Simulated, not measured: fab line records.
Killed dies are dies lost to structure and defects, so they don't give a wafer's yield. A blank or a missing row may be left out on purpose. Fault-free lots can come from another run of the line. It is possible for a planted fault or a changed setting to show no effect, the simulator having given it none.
The tool behind it: which one? || flow nand harc || 33 wafers from 11 lots sampled at 5 of the route's 1302 steps

## WHAT THE GAUGES READ, wafer by wafer
NHARC_END_SORT_01. Usual: killed at array 57, standard deviation 19; killed at other 0.9, standard deviation 1.1; killed at periphery 4.0, standard deviation 2.6; killed dies 62, standard deviation 19; killed open 3.3, standard deviation 1.8; killed short 2.4, standard deviation 1.7.
{"lot": "L926", "measured": "day 29 16:26", "on": "prober-02", "killed at array": "53 45 45", "killed at other": "1 0 1", "killed at periphery": "6 4 9", "killed dies": "60 49 55", "killed open": "2 3 5", "killed short": "0 0 1", "flag": ""}
{"lot": "L928", "measured": "day 30 18:28", "on": "prober-01", "killed at array": "16 668 22", "killed at other": "3 2 5", "killed at periphery": "5 2 1", "killed dies": "24 672 28", "killed open": "5 5 1", "killed short": "0 2 1", "flag": "OFF"}

## TOOL THAT RAN EACH LOT (tool first, then ch and the chambers of the sampled wafers, then the start)
{"lot": "L914", "NHARC_A_STAIRCASE_STRIP_446": "plasma asher-01 ch 0,1, day 18 22:56", "NHARC_A_STAIRCASE_ETCHBACK_157": "rie diel-07 ch 1,2, day 19 00:40", "NHARC_A_STAIRCASE_STRIP_475": "rie diel-07 ch 0,1,2, day 19 00:53", "NHARC_A_SGD_CUT_ETCH_58": "rie diel-10 ch 0,2,3, day 19 02:39"}
{"lot": "L918", "NHARC_A_STAIRCASE_STRIP_446": "plasma asher-01 ch 0,1, day 20 15:10", "NHARC_A_STAIRCASE_ETCHBACK_157": "rie diel-07 ch 1,3, day 20 16:55", "NHARC_A_STAIRCASE_STRIP_475": "rie diel-07 ch 1,2, day 20 17:07", "NHARC_A_SGD_CUT_ETCH_58": "rie diel-11 ch 1,2, day 20 18:54"}
{"lot": "L922", "NHARC_A_STAIRCASE_STRIP_446": "plasma asher-01 ch 0,1, day 22 02:30", "NHARC_A_STAIRCASE_ETCHBACK_157": "rie diel-04 ch 1,2,3, day 22 04:07", "NHARC_A_STAIRCASE_STRIP_475": "rie diel-04 ch 2,3, day 22 06:05 or earlier", "NHARC_A_SGD_CUT_ETCH_58": "rie diel-05 ch 0,1,3, day 22 06:05"}
{"lot": "L924", "NHARC_A_STAIRCASE_STRIP_446": "plasma asher-01 ch 0,1, day 23 07:38", "NHARC_A_STAIRCASE_ETCHBACK_157": "rie diel-07 ch 0,2,3, day 23 09:26", "NHARC_A_STAIRCASE_STRIP_475": "rie diel-07 ch 0,1,2, day 23 12:23 or earlier", "NHARC_A_SGD_CUT_ETCH_58": "rie diel-10 ch 0,2,3, day 23 12:23"}
{"lot": "L925", "NHARC_A_STAIRCASE_STRIP_446": "plasma asher-02 ch 0,1, day 23 10:34", "NHARC_A_STAIRCASE_ETCHBACK_157": "rie diel-08 ch 0,2,3, day 23 12:16", "NHARC_A_STAIRCASE_STRIP_475": "rie diel-08 ch 1,2,3, day 23 14:22 or earlier", "NHARC_A_SGD_CUT_ETCH_58": "rie diel-11 ch 0,1, day 23 14:22"}
{"lot": "L926", "NHARC_A_STAIRCASE_STRIP_446": "plasma asher-02 ch 0,1, day 24 05:49", "NHARC_A_STAIRCASE_ETCHBACK_157": "rie diel-08 ch 0,1, day 24 07:25", "NHARC_A_STAIRCASE_STRIP_475": "rie diel-08 ch 0,1,3, day 24 09:20 or earlier", "NHARC_A_SGD_CUT_ETCH_58": "rie diel-05 ch 2,3, day 24 09:20"}
{"lot": "L928", "NHARC_A_STAIRCASE_STRIP_446": "plasma asher-01 ch 1, day 25 02:07", "NHARC_A_STAIRCASE_ETCHBACK_157": "rie diel-04 ch 0,2,3, day 25 03:49", "NHARC_A_STAIRCASE_STRIP_475": "rie diel-04 ch 0,2,3, day 25 05:47 or earlier", "NHARC_A_SGD_CUT_ETCH_58": "rie diel-10 ch 0,2,3, day 25 05:47"}
{"lot": "L932", "NHARC_A_STAIRCASE_STRIP_446": "plasma asher-02 ch 0,1, day 25 14:22", "NHARC_A_STAIRCASE_ETCHBACK_157": "rie diel-08 ch 0,1,3, day 25 16:04", "NHARC_A_STAIRCASE_STRIP_475": "rie diel-08 ch 0,2, day 25 18:16 or earlier", "NHARC_A_SGD_CUT_ETCH_58": "rie diel-11 ch 1,2, day 25 18:16"}
{"lot": "L935", "NHARC_A_STAIRCASE_STRIP_446": "plasma asher-01 ch 0,1, day 27 15:34", "NHARC_A_STAIRCASE_ETCHBACK_157": "rie diel-08 ch 1,3, day 27 17:26", "NHARC_A_STAIRCASE_STRIP_475": "rie diel-08 ch 1,2, day 27 19:51 or earlier", "NHARC_A_SGD_CUT_ETCH_58": "rie diel-05 ch 0,3, day 27 19:51"}
{"lot": "L936", "NHARC_A_STAIRCASE_STRIP_446": "plasma asher-01 ch 0,1, day 28 16:35", "NHARC_A_STAIRCASE_ETCHBACK_157": "rie diel-08 ch 0,2,3, day 28 18:13", "NHARC_A_STAIRCASE_STRIP_475": "rie diel-08 ch 2,3, day 28 22:47 or earlier", "NHARC_A_SGD_CUT_ETCH_58": "rie diel-10 ch 1,2,3, day 28 22:47"}
{"lot": "L937", "NHARC_A_STAIRCASE_STRIP_446": "plasma asher-02 ch 0,1, day 28 22:45", "NHARC_A_STAIRCASE_ETCHBACK_157": "rie diel-07 ch 1,2,3, day 29 00:23", "NHARC_A_STAIRCASE_STRIP_475": "rie diel-07 ch 2,3, day 29 02:19 or earlier", "NHARC_A_SGD_CUT_ETCH_58": "rie diel-10 ch 0,1,2, day 29 02:19"}
- NHARC_A_STAIRCASE_STRIP_446: strips in O2.
- NHARC_A_STAIRCASE_ETCHBACK_157: etches the open film in CH3F/O2, target depth 90 nm, time 167.14 s.
- NHARC_A_STAIRCASE_STRIP_475: strips in O2, time 20 s.
- NHARC_A_SGD_CUT_ETCH_58: etches the open film in CF4, target depth 39 nm, time 65 s.

## WHAT THE TOOLS THEMSELVES READ (means of the sampled wafers that have a number; where no wafer has one, the mark that the record gives instead)
NHARC_A_STAIRCASE_STRIP_446. Usual: drypump motor current A 5.8 A, standard deviation 0.34; heater power w 352 W, standard deviation 26.
{"lot": "L914", "tool": "plasma asher-01", "drypump motor current A (A)": 6.0, "heater power w (W)": 375, "flag": ""}
{"lot": "L918", "tool": "plasma asher-01", "drypump motor current A (A)": 6.0, "heater power w (W)": 380, "flag": ""}
{"lot": "L922", "tool": "plasma asher-01", "drypump motor current A (A)": 6.1, "heater power w (W)": 369, "flag": ""}
{"lot": "L924", "tool": "plasma asher-01", "drypump motor current A (A)": 6.0, "heater power w (W)": 375, "flag": ""}
{"lot": "L925", "tool": "plasma asher-02", "drypump motor current A (A)": 5.4, "heater power w (W)": 322, "flag": ""}
{"lot": "L926", "tool": "plasma asher-02", "drypump motor current A (A)": 5.4, "heater power w (W)": 326, "flag": ""}
{"lot": "L928", "tool": "plasma asher-01", "drypump motor current A (A)": 5.9, "heater power w (W)": 386, "flag": ""}
{"lot": "L932", "tool": "plasma asher-02", "drypump motor current A (A)": 5.4, "heater power w (W)": 329, "flag": ""}
{"lot": "L935", "tool": "plasma asher-01", "drypump motor current A (A)": 6.0, "heater power w (W)": 369, "flag": ""}
{"lot": "L936", "tool": "plasma asher-01", "drypump motor current A (A)": 6.0, "heater power w (W)": 372, "flag": ""}
{"lot": "L937", "tool": "plasma asher-02", "drypump motor current A (A)": 5.4, "heater power w (W)": 334, "flag": ""}

NHARC_A_STAIRCASE_ETCHBACK_157. Usual: drypump motor current A 5.9 A, standard deviation 0.38; oes product au 0.96 a.u., standard deviation 0.032; rf vpp V 244.4 V, standard deviation 1.7; showerhead plenum p Torr 2.47 Torr, standard deviation 0.1; throttle valve pct 20.663 %, standard deviation 0.0094.
{"lot": "L914", "tool": "rie diel-07", "drypump motor current A (A)": 6.0, "oes product au (a.u.)": 0.91, "rf vpp V (V)": 244.6, "showerhead plenum p Torr (Torr)": 2.46, "throttle valve pct (%)": 20.674, "flag": ""}
{"lot": "L918", "tool": "rie diel-07", "drypump motor current A (A)": 5.5, "oes product au (a.u.)": 0.95, "rf vpp V (V)": 243.4, "showerhead plenum p Torr (Torr)": 2.46, "throttle valve pct (%)": 20.664, "flag": ""}
{"lot": "L922", "tool": "rie diel-04", "drypump motor current A (A)": 5.9, "oes product au (a.u.)": 0.96, "rf vpp V (V)": 243.5, "showerhead plenum p Torr (Torr)": 2.39, "throttle valve pct (%)": 20.661, "flag": ""}
{"lot": "L924", "tool": "rie diel-07", "drypump motor current A (A)": 5.8, "oes product au (a.u.)": 0.98, "rf vpp V (V)": 244.2, "showerhead plenum p Torr (Torr)": 2.47, "throttle valve pct (%)": 20.666, "flag": ""}
{"lot": "L925", "tool": "rie diel-08", "drypump motor current A (A)": 5.9, "oes product au (a.u.)": 1.00, "rf vpp V (V)": 245.5, "showerhead plenum p Torr (Torr)": 2.51, "throttle valve pct (%)": 20.660, "flag": ""}
{"lot": "L926", "tool": "rie diel-08", "drypump motor current A (A)": 6.0, "oes product au (a.u.)": 0.99, "rf vpp V (V)": 246.3, "showerhead plenum p Torr (Torr)": 2.56, "throttle valve pct (%)": 20.659, "flag": ""}
{"lot": "L928", "tool": "rie diel-04", "drypump motor current A (A)": 6.0, "oes product au (a.u.)": 1.00, "rf vpp V (V)": 244.5, "showerhead plenum p Torr (Torr)": 2.46, "throttle valve pct (%)": 20.665, "flag": ""}
{"lot": "L932", "tool": "rie diel-08", "drypump motor current A (A)": 6.0, "oes product au (a.u.)": 0.99, "rf vpp V (V)": 245.8, "showerhead plenum p Torr (Torr)": 2.56, "throttle valve pct (%)": 20.667, "flag": ""}
{"lot": "L935", "tool": "rie diel-08", "drypump motor current A (A)": 5.8, "oes product au (a.u.)": 0.93, "rf vpp V (V)": 245.5, "showerhead plenum p Torr (Torr)": 2.61, "throttle valve pct (%)": 20.668, "flag": ""}
{"lot": "L936", "tool": "rie diel-08", "drypump motor current A (A)": 5.9, "oes product au (a.u.)": 0.93, "rf vpp V (V)": 245.8, "showerhead plenum p Torr (Torr)": 2.50, "throttle valve pct (%)": 20.660, "flag": ""}
{"lot": "L937", "tool": "rie diel-07", "drypump motor current A (A)": 5.7, "oes product au (a.u.)": 1.00, "rf vpp V (V)": 244.8, "showerhead plenum p Torr (Torr)": 2.47, "throttle valve pct (%)": 20.665, "flag": ""}

NHARC_A_STAIRCASE_STRIP_475. Usual: drypump motor current A 5.9 A, standard deviation 0.39; oes product au 0.998 a.u., standard deviation 0.011; rf vpp V 57.9 V, standard deviation 0.88; showerhead plenum p Torr 3.54 Torr, standard deviation 0.14; throttle valve pct 17.037 %, standard deviation 0.0093.
{"lot": "L914", "tool": "rie diel-07", "drypump motor current A (A)": 6.1, "oes product au (a.u.)": 0.987, "rf vpp V (V)": 57.9, "showerhead plenum p Torr (Torr)": 3.51, "throttle valve pct (%)": 17.043, "flag": ""}
{"lot": "L918", "tool": "rie diel-07", "drypump motor current A (A)": 6.1, "oes product au (a.u.)": 0.991, "rf vpp V (V)": 57.9, "showerhead plenum p Torr (Torr)": 3.59, "throttle valve pct (%)": 17.042, "flag": ""}
{"lot": "L922", "tool": "rie diel-04", "drypump motor current A (A)": 5.8, "oes product au (a.u.)": 1.006, "rf vpp V (V)": 57.5, "showerhead plenum p Torr (Torr)": 3.38, "throttle valve pct (%)": 17.039, "flag": ""}
{"lot": "L924", "tool": "rie diel-07", "drypump motor current A (A)": 6.1, "oes product au (a.u.)": 0.994, "rf vpp V (V)": 57.6, "showerhead plenum p Torr (Torr)": 3.49, "throttle valve pct (%)": 17.036, "flag": ""}
{"lot": "L925", "tool": "rie diel-08", "drypump motor current A (A)": 5.8, "oes product au (a.u.)": 1.013, "rf vpp V (V)": 57.5, "showerhead plenum p Torr (Torr)": 3.67, "throttle valve pct (%)": 17.035, "flag": ""}
{"lot": "L926", "tool": "rie diel-08", "drypump motor current A (A)": 6.0, "oes product au (a.u.)": 0.996, "rf vpp V (V)": 58.5, "showerhead plenum p Torr (Torr)": 3.68, "throttle valve pct (%)": 17.037, "flag": ""}
{"lot": "L928", "tool": "rie diel-04", "drypump motor current A (A)": 6.0, "oes product au (a.u.)": 0.995, "rf vpp V (V)": 57.8, "showerhead plenum p Torr (Torr)": 3.53, "throttle valve pct (%)": 17.031, "flag": ""}
{"lot": "L932", "tool": "rie diel-08", "drypump motor current A (A)": 6.1, "oes product au (a.u.)": 0.994, "rf vpp V (V)": 57.1, "showerhead plenum p Torr (Torr)": 3.53, "throttle valve pct (%)": 17.034, "flag": ""}
{"lot": "L935", "tool": "rie diel-08", "drypump motor current A (A)": 5.8, "oes product au (a.u.)": 0.996, "rf vpp V (V)": 58.2, "showerhead plenum p Torr (Torr)": 3.66, "throttle valve pct (%)": 17.034, "flag": ""}
{"lot": "L936", "tool": "rie diel-08", "drypump motor current A (A)": 5.7, "oes product au (a.u.)": 0.998, "rf vpp V (V)": 58.3, "showerhead plenum p Torr (Torr)": 3.58, "throttle valve pct (%)": 17.031, "flag": ""}
{"lot": "L937", "tool": "rie diel-07", "drypump motor current A (A)": 5.3, "oes product au (a.u.)": 0.991, "rf vpp V (V)": 57.8, "showerhead plenum p Torr (Torr)": 3.60, "throttle valve pct (%)": 17.038, "flag": ""}

NHARC_A_SGD_CUT_ETCH_58. Usual: drypump motor current A 5.58 A, standard deviation 0.29; oes product au 1.005 a.u., standard deviation 0.011; rf vpp V 151.2 V, standard deviation 1.2; run length s 86.3 s, standard deviation 0.53; showerhead plenum p Torr 1.77 Torr, standard deviation 0.068; throttle valve pct 13.284 %, standard deviation 0.0091.
{"lot": "L914", "tool": "rie diel-10", "drypump motor current A (A)": 5.42, "oes product au (a.u.)": 0.997, "rf vpp V (V)": 150.2, "run length s (s)": 86.2, "showerhead plenum p Torr (Torr)": 1.74, "throttle valve pct (%)": 13.287, "flag": ""}
{"lot": "L918", "tool": "rie diel-11", "drypump motor current A (A)": 5.73, "oes product au (a.u.)": 0.995, "rf vpp V (V)": 151.9, "run length s (s)": 86.3, "showerhead plenum p Torr (Torr)": 1.85, "throttle valve pct (%)": 13.281, "flag": ""}
{"lot": "L922", "tool": "rie diel-05", "drypump motor current A (A)": 5.63, "oes product au (a.u.)": 1.005, "rf vpp V (V)": 150.7, "run length s (s)": 86.3, "showerhead plenum p Torr (Torr)": 1.72, "throttle valve pct (%)": 13.284, "flag": ""}
{"lot": "L924", "tool": "rie diel-10", "drypump motor current A (A)": 5.40, "oes product au (a.u.)": 0.998, "rf vpp V (V)": 150.9, "run length s (s)": 86.2, "showerhead plenum p Torr (Torr)": 1.74, "throttle valve pct (%)": 13.289, "flag": ""}
{"lot": "L925", "tool": "rie diel-11", "drypump motor current A (A)": 5.82, "oes product au (a.u.)": 1.002, "rf vpp V (V)": 151.5, "run length s (s)": 86.3, "showerhead plenum p Torr (Torr)": 1.82, "throttle valve pct (%)": 13.282, "flag": ""}
{"lot": "L926", "tool": "rie diel-05", "drypump motor current A (A)": 5.58, "oes product au (a.u.)": 0.999, "rf vpp V (V)": 149.9, "run length s (s)": 87.0, "showerhead plenum p Torr (Torr)": 1.70, "throttle valve pct (%)": 13.288, "flag": ""}
{"lot": "L928", "tool": "rie diel-10", "drypump motor current A (A)": 5.39, "oes product au (a.u.)": 0.999, "rf vpp V (V)": 150.7, "run length s (s)": 79.4, "showerhead plenum p Torr (Torr)": 1.74, "throttle valve pct (%)": 13.280, "flag": "OFF"}
{"lot": "L932", "tool": "rie diel-11", "drypump motor current A (A)": 5.47, "oes product au (a.u.)": 1.014, "rf vpp V (V)": 152.8, "run length s (s)": 86.7, "showerhead plenum p Torr (Torr)": 1.84, "throttle valve pct (%)": 13.284, "flag": ""}
{"lot": "L935", "tool": "rie diel-05", "drypump motor current A (A)": 5.46, "oes product au (a.u.)": 1.013, "rf vpp V (V)": 149.9, "run length s (s)": 86.5, "showerhead plenum p Torr (Torr)": 1.72, "throttle valve pct (%)": 13.284, "flag": ""}
{"lot": "L936", "tool": "rie diel-10", "drypump motor current A (A)": 5.58, "oes product au (a.u.)": 1.014, "rf vpp V (V)": 152.5, "run length s (s)": 86.4, "showerhead plenum p Torr (Torr)": 1.80, "throttle valve pct (%)": 13.284, "flag": ""}
{"lot": "L937", "tool": "rie diel-10", "drypump motor current A (A)": 5.40, "oes product au (a.u.)": 1.007, "rf vpp V (V)": 152.1, "run length s (s)": 86.2, "showerhead plenum p Torr (Torr)": 1.78, "throttle valve pct (%)": 13.282, "flag": ""}

## THE ANSWER, worked out from the rows above alone
Rule: take the mean of a lot's wafers that have a number; if it is more than 3 standard deviations from the usual mean, the lot is off. A lot without any number at a reading at which 4 lots or more have one is off too. Where the step has rows for the other lots, those lots are counted as sound. After the gauges, taken in route order, come the tools' own readings; for these a lot's mean is taken, as printed above. At the first step where some lot is off, the reading lying furthest off is the one used; lots without a number count as furthest.
Off, at NHARC_END_SORT_01 on killed dies: L928. Neither off nor sound, because the step has no rows for them: L914, L918, L922, L924, L925, L932, L935, L936, L937.
A tool fits if, at a process step before that reading, it ran every lot that is off, and no sound lot after the first of them. Not tried: the gauges at NHARC_END_SORT_01; whatever is off there is also off at NHARC_A_SGD_CUT_ETCH_58, on other tools, and gauge error can't account for it. With no start given for some of its lots, NHARC_A_STAIRCASE_STRIP_475 uses the hours and lot order of NHARC_A_SGD_CUT_ETCH_58. Can't be told from this: 3 tools fit, plasma asher-01 at NHARC_A_STAIRCASE_STRIP_446, rie diel-04 at NHARC_A_STAIRCASE_ETCHBACK_157 and NHARC_A_STAIRCASE_STRIP_475, rie diel-10 at NHARC_A_SGD_CUT_ETCH_58.

## WHAT THE SIMULATOR PUT IN
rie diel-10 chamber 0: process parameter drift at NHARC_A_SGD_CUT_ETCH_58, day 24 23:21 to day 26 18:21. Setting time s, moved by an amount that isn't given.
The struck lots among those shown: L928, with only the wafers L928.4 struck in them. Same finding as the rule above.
